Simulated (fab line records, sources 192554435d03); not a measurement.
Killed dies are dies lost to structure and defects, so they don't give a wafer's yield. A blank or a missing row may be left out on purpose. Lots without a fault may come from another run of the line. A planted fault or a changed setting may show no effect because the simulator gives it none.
fab line records | flow n5_finfet | part 2 of 2: steps 26 to 32 of 32
record lots=5 wafers=15 last_day=16
route steps=1938 shown BEOL_M11@1543
lots that met no fault: from a run of the same line without faults
start_h: hours from the record's first day to the start of the lot's first wafer shown | wait_h: hours since the lot's step before | " the same as in the row above | L1.1+2: a row that stands for several wafers | - no value, or no start given | * or withheld: withheld | < > ~ a bound
route shown NAME@n: a module of which the file shows steps, and the number in the route of the first | usual: mean/standard deviation of fault-free wafers | same: alike in all rows | chamber/n: place in a boat | sites: the reading at each site | _std_site: their standard deviation | _edge_site: outer sites' mean less inner sites' | radius_mm: how far each site lies from the wafer's centre | mask NAME#n: copy n | behind: the tool/chamber that last shaped the wafer | hold: why the lot was held/for how many hours/how that ended | device: the transistor (n, p or np) that didn't switch | end of line: the same wafers' tests at the end of the route | a step without rows: its recipe alone | killed: dies lost to structure and defects at the first sort, not the wafer's yield | map: a wafer's dies, x killed, . not, _ none there
set.NAME: the setting as run; set.NAME@STEP: as run at that earlier step | model.NAME: the simulator's own value behind a step, which no gauge read
lots at some steps of the route; a table a step, a row a wafer
services: from which hour (start_h, from the record's first day; less than 0 if before it) a tool's chamber was out of use, for how many hours, and why
## steps
# step N5_BEOL_M11_CD_MEAS_28
# recipe target_cd_nm=70 landing_energy_ev=500 detector=se_inlens polarity=opening
# usual cd_nm=70.7/0.85
# columns lot.wafer tool chamber start_h wait_h cd_nm
L077.1 cd_sem-03 0 260.28 - 69.9
L077.4 " 0 " " 70.4
L077.5 " 0 " " 70.6
L081.1 cd_sem-02 0 267.75 - 72.0
L081.2 " 0 " " 71.2
L081.6 " 0 " " 71.9
L084.1 cd_sem-02 0 294.60 - 71.8
L084.3 " 0 " " 70.7
L084.6 " 0 " " 71.2
L089.1 cd_sem-03 0 334.24 - 69.4
L089.2 " 0 " " 70.1
L089.6 " 0 " " 70.0
L093.1 cd_sem-03 0 339.87 - 72.2
L093.2 " 0 " " 71.5
L093.6 " 0 " " 69.8
# step N5_BEOL_M11_OVL_MEAS_29
# recipe points_per_wafer=44
# usual V10_OVL=0.2/0.66
# columns lot.wafer tool chamber start_h wait_h V10_OVL[nm]
L077.1 overlay-01 0 260.31 0.0 1.0
L077.4 " 0 " " -0.4
L077.5 " 0 " " 0.0
L081.1 overlay-01 0 267.79 0.0 0.0
L081.2 " 0 " " 0.0
L081.6 " 0 " " 0.4
L084.1 overlay-01 0 294.63 0.0 0.5
L084.3 " 0 " " 0.1
L084.6 " 0 " " 0.0
L089.1 overlay-02 0 334.27 0.0 0.1
L089.2 " 0 " " -0.7
L089.6 " 0 " " -1.0
L093.1 overlay-01 0 339.90 0.0 0.8
L093.2 " 0 " " 0.9
L093.6 " 0 " " 0.7
# step N5_BEOL_M11_INSPECT_30
# recipe mode=adi inspect_instrument=brightfield
# usual raw_defect_count=376/79
# columns lot.wafer tool chamber start_h wait_h raw_defect_count
L077.1 defect_inspect-01 - 260.34 0.0 321
L077.4 " - " " 342
L077.5 " - " " 380
L081.1 defect_inspect-01 - 267.81 0.0 347
L081.2 " - " " 307
L081.6 " - " " 401
L084.1 defect_inspect-02 - 294.65 0.0 472
L084.3 " - " " 378
L084.6 " - " " 497
L089.1 defect_inspect-02 - 334.29 0.0 427
L089.2 " - " " 387
L089.6 " - " " 510
L093.1 defect_inspect-02 - 339.92 0.0 418
L093.2 " - " " 314
L093.6 " - " " 289
# step N5_BEOL_M11_DESCUM_33
# recipe chemistry=O2 time_s=7.9 source_power_w=50 bias_power_w=20 pressure_mtorr=20 rf_frequency_hz=2.712e+07 temp_c=40 resist=CAR-ArF o2_flow_sccm=225
# usual drypump_motor_current_A=5.8/0.52 oes_product_au=0.80/0.073 rf_vpp_V=243.3/1.2 showerhead_plenum_p_Torr=2.09/0.065 throttle_valve_pct=20.44/0.3
# columns lot.wafer tool chamber start_h wait_h drypump_motor_current_A oes_product_au rf_hours_counter_h rf_vpp_V showerhead_plenum_p_Torr throttle_valve_pct
L077.1 rie_diel-04 1 260.37 0.0 5.6 0.75 141 242.5 2.11 20.53
L077.4 " 3 " " 5.4 0.93 - 243.6 2.12 19.84
L077.5 " 2 " " 6.5 0.72 - 242.5 1.99 20.75
L081.1 rie_diel-05 3 267.84 0.0 6.3 0.78 123 243.9 2.10 20.81
L081.2 " 1 " " 5.8 0.72 178 242.5 2.00 20.74
L081.6 " 2 " " 5.2 0.72 - 241.8 2.07 20.27
L084.1 rie_diel-04 0 294.69 0.0 6.5 0.95 9 243.2 2.13 20.21
L084.3 " 2 " " 6.5 0.71 175 241.4 1.98 20.75
L084.6 " 3 " " 5.4 0.90 - 244.5 2.12 19.84
L089.1 rie_diel-01 3 334.33 0.0 5.2 0.80 95 242.6 2.12 20.68
L089.2 " 1 " " 5.5 0.82 113 243.5 2.12 20.08
L089.6 " 2 " " 5.3 0.85 - 242.4 2.03 20.46
L093.1 rie_diel-01 1 339.95 0.0 5.5 0.83 114 244.1 2.12 20.09
L093.2 " 0 " " 6.8 0.82 101 244.9 2.20 20.45
L093.6 " 3 " " 5.2 0.80 - 243.1 2.12 20.68
# step N5_BEOL_M11_ETCH_65
# recipe chemistry=CF4 target=SiARC target_depth_a=390 mask_material=CAR-ArF time_s=65 ion_energy_ev=80 pressure_mtorr=40 source_w=545 bias_w=36 Ar_flow_sccm=100 cf4_flow_sccm=100 ends=cleared
# usual drypump_motor_current_A=5.8/0.52 etch_rf_on_time_s=64.7/1.6 oes_product_au=0.68/0.063 rf_vpp_V=184.1/1.1 showerhead_plenum_p_Torr=2.14/0.059 throttle_valve_pct=15.59/0.29
# columns lot.wafer tool chamber start_h wait_h drypump_motor_current_A etch_rf_on_time_s oes_product_au rf_hours_counter_h rf_vpp_V showerhead_plenum_p_Torr throttle_valve_pct
L077.1 rie_diel-04 1 260.41 0.0 5.6 65.6 0.64 141 184.8 2.14 15.61
L077.4 " 3 " " 5.3 63.1 0.81 - 182.6 2.19 15.12
L077.5 " 2 " " 6.4 65.3 0.62 - 183.9 2.07 16.00
L081.1 rie_diel-05 3 267.88 0.0 6.3 64.2 0.67 123 184.8 2.16 16.03
L081.2 " 1 " " 5.8 67.8 0.60 178 182.5 2.04 15.83
L081.6 " 2 " " 5.2 64.3 0.62 - 184.3 2.13 15.55
L084.1 rie_diel-04 0 294.72 0.0 6.5 64.8 0.81 9 184.2 2.18 15.40
L084.3 " 2 " " 6.4 65.8 0.61 175 183.3 2.06 16.04
L084.6 " 3 " " 5.4 62.4 0.78 - 184.9 2.19 15.16
L089.1 rie_diel-01 3 334.36 0.0 5.2 61.5 0.69 95 186.2 2.15 15.75
L089.2 " 1 " " 5.5 63.5 0.70 113 184.4 2.15 15.23
L089.6 " 2 " " 5.3 66.0 0.72 - 182.8 2.08 15.50
L093.1 rie_diel-01 1 339.99 0.0 5.5 63.5 0.70 114 184.1 2.15 15.23
L093.2 " 0 " " 6.7 65.9 0.68 101 186.1 2.23 15.55
L093.6 " 3 " " 5.2 61.3 0.70 - 183.9 2.15 15.75
# step N5_BEOL_M11_ETCH_66
# recipe chemistry=N2/H2 target=SOC target_depth_a=1200 overetch_a=240 mask_material=SiARC temp_c=40 time_s=180 ion_energy_ev=200 pressure_mtorr=30 source_w=840 bias_w=150 n2_flow_sccm=200 h2_flow_sccm=200
# usual drypump_motor_current_A=5.8/0.52 oes_product_au=0.64/0.056 rf_vpp_V=524.0/2.2 showerhead_plenum_p_Torr=2.55/0.08 throttle_valve_pct=17.87/0.27
# columns lot.wafer tool chamber start_h wait_h drypump_motor_current_A oes_product_au rf_hours_counter_h rf_vpp_V showerhead_plenum_p_Torr throttle_valve_pct
L077.1 rie_diel-04 1 260.46 0.0 5.6 0.61 141 525.1 2.56 18.07
L077.4 " 3 " " 5.4 0.75 - 527.5 2.60 17.36
L077.5 " 2 " " 6.4 0.58 - 520.5 2.43 18.18
L081.1 rie_diel-05 3 267.93 0.0 6.3 0.63 123 523.4 2.54 18.18
L081.2 " 1 " " 5.8 0.59 178 521.5 2.43 18.14
L081.6 " 2 " " 5.2 0.59 - 522.9 2.53 17.80
L084.1 rie_diel-04 0 294.77 0.0 6.5 0.76 9 525.5 2.62 17.74
L084.3 " 2 " " 6.4 0.59 175 522.0 2.43 18.22
L084.6 " 3 " " 5.4 0.73 - 524.3 2.60 17.38
L089.1 rie_diel-01 3 334.41 0.0 5.2 0.65 95 524.5 2.56 18.03
L089.2 " 1 " " 5.5 0.66 113 523.2 2.57 17.53
L089.6 " 2 " " 5.4 0.69 - 521.3 2.47 17.77
L093.1 rie_diel-01 1 340.04 0.0 5.5 0.64 114 523.8 2.57 17.51
L093.2 " 0 " " 6.8 0.66 101 528.2 2.69 17.88
L093.6 " 3 " " 5.2 0.63 - 525.0 2.56 18.02
# step N5_BEOL_M11_STRIP_69
# recipe chemistry=N2/H2 temp_c=40 n2_flow_sccm=200 h2_flow_sccm=200 rf_frequency_hz=6e+07
# columns lot.wafer tool chamber start_h wait_h
L077.1+4+5 rie_diel-04 1,3,2 260.57 0.1
L081.1+2+6 rie_diel-05 3,1,2 268.04 0.1
L084.1+3+6 rie_diel-04 0,2,3 294.89 0.1
L089.1+2+6 rie_diel-01 3,1,2 334.53 0.1
L093.1+2+6 rie_diel-01 1,0,3 340.15 0.1
## services
# columns tool chamber start_h hours kind
rie_diel-04 0 239.05 - clean
rie_diel-04 0 239.05 - consumable_replace:focus_ring
rie_diel-04 0 239.05 24.7 scheduled_down
rie_diel-04 0 239.05 24.7 vent_cycle
rie_metal-03 - 239.70 0.5 repair
arfi_scanner-02 - 240.92 1.0 pm
rie_metal-01 - 255.61 1.0 repair
arfi_scanner-01 - 266.13 1.0 pm
arfi_scanner-02 - 272.96 0.6 repair
arfi_scanner-03 - 276.02 1.3 pm
arfi_scanner-01 0 278.00 - calibration
arfi_scanner-01 - 279.96 1.0 pm
arfi_scanner-01 - 283.06 1.3 pm
rie_diel-01 1 286.80 6.7 repair
arfi_scanner-03 - 293.53 0.8 pm
arfi_scanner-03 - 298.58 13.0 repair
rie_diel-05 0 300.39 21.1 repair
arfi_scanner-02 - 301.60 1.3 repair
rie_diel-05 2 303.66 4.9 repair
litho_track-05 - 315.18 - consumable_replace:filter
arfi_scanner-01 - 333.30 0.8 pm
rie_diel-05 0 334.70 17.2 repair
arfi_scanner-02 - 338.07 1.3 pm
arfi_scanner-02 - 340.06 0.8 pm
